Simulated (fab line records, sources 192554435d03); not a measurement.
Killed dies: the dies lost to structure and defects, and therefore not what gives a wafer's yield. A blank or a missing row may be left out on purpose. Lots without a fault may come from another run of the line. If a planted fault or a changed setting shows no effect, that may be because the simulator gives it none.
Split-lot trial	flow n5_finfet	7 lots, 39 wafers read, on a route of 1938 steps

== ON THE SPLIT ==
At N5_BEOL_M0_SAQP_ETCH_106 (etches SOC in N2/H2, stops on SiNx, target depth 150 nm), the setting target_depth_a was moved away from the recipe's 1500 angstrom on 18 of the 39 wafers read, by -52.7% to +53.9%. All remaining wafers had this setting at the recipe value.

Reading taken at the split's own step.

== THE READING ==
SOC_of_BEOL_M0_SAQP_COAT_105.thk_nm (the simulator's own value, which no gauge read), in nm, at N5_BEOL_M0_SAQP_ETCH_106 (etches SOC in N2/H2, stops on SiNx, target depth 150 nm). There is no usual value for it anywhere in the file. Across the 21 wafers here that went through the recipe, the average is 23.1 nm and the standard deviation 2.3 nm.

wafer	tool, chamber at the split	target_depth_a as run, angstrom	against the recipe	SOC_of_BEOL_M0_SAQP_COAT_105.thk_nm, nm	against lot-mates on the recipe
L078.1	rie_diel-06, 0	1500	recipe	24.8	-
L078.2	rie_diel-06, 2,3,0	2162	+44.1%	0	-24.0
L078.3	rie_diel-06, 2,3,0	2162	+44.1%	0	-24.0
L078.6	rie_diel-06, 2,3,0	2162	+44.1%	0	-24.0
L078.4	rie_diel-06, 1	1500	recipe	22.6	-
L078.5	rie_diel-06, 3	1500	recipe	24.6	-
L084.1	rie_diel-06, 3	710.1	-52.7%	63.8	+40.5
L084.2	rie_diel-06, 1	710.1	-52.7%	62.6	+39.3
L084.3	rie_diel-06, 0	1500	recipe	22.8	-
L084.4	rie_diel-06, 2	710.1	-52.7%	63.4	+40.1
L084.5	rie_diel-06, 0	1500	recipe	23	-
L084.6	rie_diel-06, 3	1500	recipe	24	-
L085.1	rie_diel-06, 3	1201	-19.9%	39.2	+15.3
L085.2	rie_diel-06, 2	1201	-19.9%	40	+16.1
L085.3	rie_diel-06, 0	1500	recipe	24.4	-
L085.4	rie_diel-06, 1	1500	recipe	22.8	-
L085.5	rie_diel-06, 2	1201	-19.9%	39.6	+15.7
L085.6	rie_diel-06, 3	1500	recipe	24.6	-
L091.1	rie_diel-04, 3	1500	recipe	19.6	-
L091.2	rie_diel-04, 2	1500	recipe	18.6	-
L091.3	rie_diel-04, 0,0,2	2308	+53.9%	0	-19.6
L091.5	rie_diel-04, 0,0,2	2308	+53.9%	0	-19.6
L091.6	rie_diel-04, 0,0,2	2308	+53.9%	0	-19.6
L091.4	rie_diel-04, 3	1500	recipe	20.6	-
L093.1	rie_diel-06, 0	812.2	-45.9%	59.2	+34.3
L093.2	rie_diel-06, 2	812.2	-45.9%	59.8	+34.9
L093.3	rie_diel-06, 1	812.2	-45.9%	58.6	+33.7
L093.4	rie_diel-06, 3	1500	recipe	26.2	-
L093.5	rie_diel-06, 1	1500	recipe	23.4	-
L093.6	rie_diel-06, 0	1500	recipe	25.2	-
L095.1	rie_diel-01, 0	1500	recipe	24.6	-
L095.6	rie_diel-01, 0	1500	recipe	24.6	-
L095.2	rie_diel-01, 1	1500	recipe	27.8	-
L095.3	rie_diel-01, 2	805	-46.3%	55.8	+30.1
L095.4	rie_diel-01, 1	805	-46.3%	61.6	+35.9
L095.5	rie_diel-01, 2	805	-46.3%	56.2	+30.5
L097.1	rie_diel-04, 3	1500	recipe	20.4	-
L097.5	rie_diel-04, 3	1500	recipe	20.8	-
L097.6	rie_diel-04, 2	1500	recipe	19.8	-
Where a row lists several chambers, the file gives one row for several wafers and doesn't say which wafer went through which chamber.

FIT RESULTS
A straight line over all 39 wafers: SOC_of_BEOL_M0_SAQP_COAT_105.thk_nm changes by -0.634 nm for each +1% of target_depth_a; r = -0.98; the points scatter about the line by 4.2 nm.
The same after taking each lot's own level away (the mean of its wafers on the recipe; 39 wafers): -0.603 nm for each +1%; r = -0.98; scatter 4.2 nm.
According to that fit, moving target_depth_a by its largest amount changes the reading by 32 nm.
The lots' own levels span 19.60 to 25.67 nm, that is 2.6 times the standard deviation above.
The two slopes are in agreement: the lot-to-lot level therefore moves the slope only a little.
Check: -30.9 nm against its lot-mates is what the line predicts for one of the wafers moved furthest among these (+53.9%) when that wafer is left out of the fit. It came out at -19.6 nm against them.

== OTHER SPLITS ON THESE WAFERS ==
Other splits were also applied to these wafers ahead of the reading. Each is held against what the fit with the lots' levels taken away leaves over:
other split on the same wafers	wafers away from the commonest value	r with SOC_of_BEOL_M0_SAQP_COAT_105.thk_nm (lot level and that fit taken away)
N5_FIN_SAQP_HM_DEP_03 target_thk_a	12	+0.08
N5_FIN_CUT_CUT_ETCH_26 target_depth_a	18	+0.21
N5_SD_EPI_N_ETCH_45 target_depth_a	12	+0.05
N5_MOL_CONTACT_COAG_ALD_27 time_s	15	-0.04

== THE WHOLE CHAIN: every reading that the file lists as answering this split, in the file's order ==
step	what it does	reading	change (the file's fit)	r (the file's)
N5_BEOL_M0_SAQP_ETCH_106	etches SOC in N2/H2, stops on SiNx, target depth 150 nm	SOC_of_BEOL_M0_SAQP_COAT_105.thk_nm (the simulator's own value, which no gauge read)	-0.619 nm for each +1% of the setting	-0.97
N5_BEOL_M0_SAQP_ETCH_107	etches SiNx in CH3F/O2, target depth 30 nm	SOC_of_BEOL_M0_SAQP_COAT_105.thk_nm (the simulator's own value, which no gauge read)	not straight: 52.4 at the lowest setting, 12.15 at the recipe, 0 at the highest	not given

== THE FILE'S OWN FIT ==
SOC_of_BEOL_M0_SAQP_COAT_105.thk_nm changes by -0.619 nm for each +1% of target_depth_a, r = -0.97.
